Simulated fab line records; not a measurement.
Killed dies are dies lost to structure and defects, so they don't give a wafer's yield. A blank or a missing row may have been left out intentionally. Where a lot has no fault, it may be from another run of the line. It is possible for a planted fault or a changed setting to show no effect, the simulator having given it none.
Split-lot experiment | flow n5_finfet | 7 lots, 21 wafers read, on a route of 1938 steps

== ABOUT THE SPLIT ==
At N5_BEOL_M1_COAT_61 (time 60 s, resist thk 60 nm), the setting spin_rpm was moved away from the recipe's 1500 rpm on 7 of the 21 wafers read, by -5.7% to +6.1%. All remaining wafers had this setting at the recipe value.

== FROM THE SPLIT TO THE READING: what the file shows between them, 5 steps ==
- N5_BEOL_M1_COAT_73: time 60 s, resist thk 5 nm (also split here: temp_c)
- N5_BEOL_M1_COAT_05: resist thk 30 nm
- N5_BEOL_M1_EBR_07
- N5_BEOL_M1_ETCH_74: etches underlayer in N2/H2, target depth 6.5 nm, time 5.2 s
- N5_BEOL_M1_ETCH_63: etches SiARC in CF4, target depth 15.6 nm, time 26 s

== THE READING ==
etch.depth_nm (the simulator's own value, which no gauge read), in nm, at N5_BEOL_M1_ETCH_64 (etches SOC in N2/H2, target depth 75 nm, overetch 15 nm, time 112.5 s). No usual value for it is given in the file. Across the 14 wafers here that went through the recipe, the average is 60.06 nm and the standard deviation 0.25 nm.

wafer  | tool, chamber at the split | spin_rpm as run, rpm | against the recipe | etch.depth_nm, nm | against lot-mates on the recipe
L075.1 | litho_track-04, 0          | 1577                 | +5.1%              | 58.49             | -1.23
L075.3 | litho_track-04, 0          | 1500                 | recipe             | 59.78             | -
L075.6 | litho_track-04, 0          | 1500                 | recipe             | 59.65             | -
L076.1 | litho_track-03, 0          | 1415                 | -5.7%              | 61.89             | +1.65
L076.2 | litho_track-03, 0          | 1500                 | recipe             | 60.24             | -
L076.6 | litho_track-03, 0          | 1415                 | -5.7%              | 61.91             | +1.67
L085.4 | litho_track-02, 0          | 1500                 | recipe             | 60.47             | -
L085.5 | litho_track-02, 0          | 1500                 | recipe             | 60.51             | -
L085.6 | litho_track-02, 0          | 1567                 | +4.5%              | 58.97             | -1.52
L091.4 | litho_track-02, 0          | 1555                 | +3.7%              | 58.66             | -1.05
L091.5 | litho_track-02, 0          | 1500                 | recipe             | 59.71             | -
L091.6 | litho_track-02, 0          | 1555                 | +3.7%              | 58.76             | -0.95
L094.1 | litho_track-02, 0          | 1500                 | recipe             | 60.14             | -
L094.2 | litho_track-02, 0          | 1500                 | recipe             | 60.09             | -
L094.3 | litho_track-02, 0          | 1592                 | +6.1%              | 58.44             | -1.68
L095.2 | litho_track-02, 0          | 1500                 | recipe             | 60.04             | -
L095.3 | litho_track-02, 0          | 1500                 | recipe             | 60.26             | -
L095.6 | litho_track-02, 0          | 1500                 | recipe             | 60.1              | -
L097.1 | litho_track-04, 0          | 1500                 | recipe             | 59.99             | -
L097.3 | litho_track-04, 0          | 1500                 | recipe             | 59.83             | -
L097.4 | litho_track-04, 0          | 1500                 | recipe             | 59.98             | -

THE FIT
A straight line over all 21 wafers: etch.depth_nm changes by -0.307 nm for each +1% of spin_rpm; r = -0.97; the points scatter about the line by 0.25 nm.
The same after taking each lot's own level away (the mean of its wafers on the recipe; 21 wafers): -0.284 nm for each +1%; r = -0.99; scatter 0.099 nm.
According to that fit, moving spin_rpm by its largest amount changes the reading by 1.7 nm.
The lots' own levels span 59.710 to 60.490 nm, that is 3.1 times the standard deviation above.
Hence the lot-to-lot level has little effect on the slope; both slopes agree.
Check: with one of the wafers moved furthest among these (+6.1%) left out of the fit, the line predicts -1.74 nm for it against its lot-mates. Against them it came out at -1.68 nm.

== THESE WAFERS: OTHER SPLITS ==
Note: prior to the reading, these wafers also went through further splits. Each is held against what the fit with the lots' levels taken away leaves over:
other split on the same wafers   | wafers away from the commonest value | r with etch.depth_nm (lot level and that fit taken away)
N5_BEOL_M0_SAQP_PECVD_97 time_s  | 4                                    | -0.25
N5_BEOL_M0_SAQP_COAT_72 spin_rpm | 8                                    | -0.01
N5_BEOL_M1_COAT_73 temp_c        | 9                                    | +0.26

== THE WHOLE CHAIN: every reading that the file lists as answering this split, in the file's order ==
step               | what it does                                                          | reading                                                                        | change (the file's fit)               | r (the file's)
N5_BEOL_M1_COAT_61 | time 60 s, resist thk 60 nm                                           | SOC_of_BEOL_M1_COAT_61.thk_nm (the simulator's own value, which no gauge read) | -0.289 nm for each +1% of the setting | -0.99
N5_BEOL_M1_ETCH_64 | etches SOC in N2/H2, target depth 75 nm, overetch 15 nm, time 112.5 s | etch.depth_nm (the simulator's own value, which no gauge read)                 | -0.281 nm for each +1% of the setting | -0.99

== FILE'S OWN FIT ==
etch.depth_nm changes by -0.281 nm for each +1% of spin_rpm, r = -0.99.
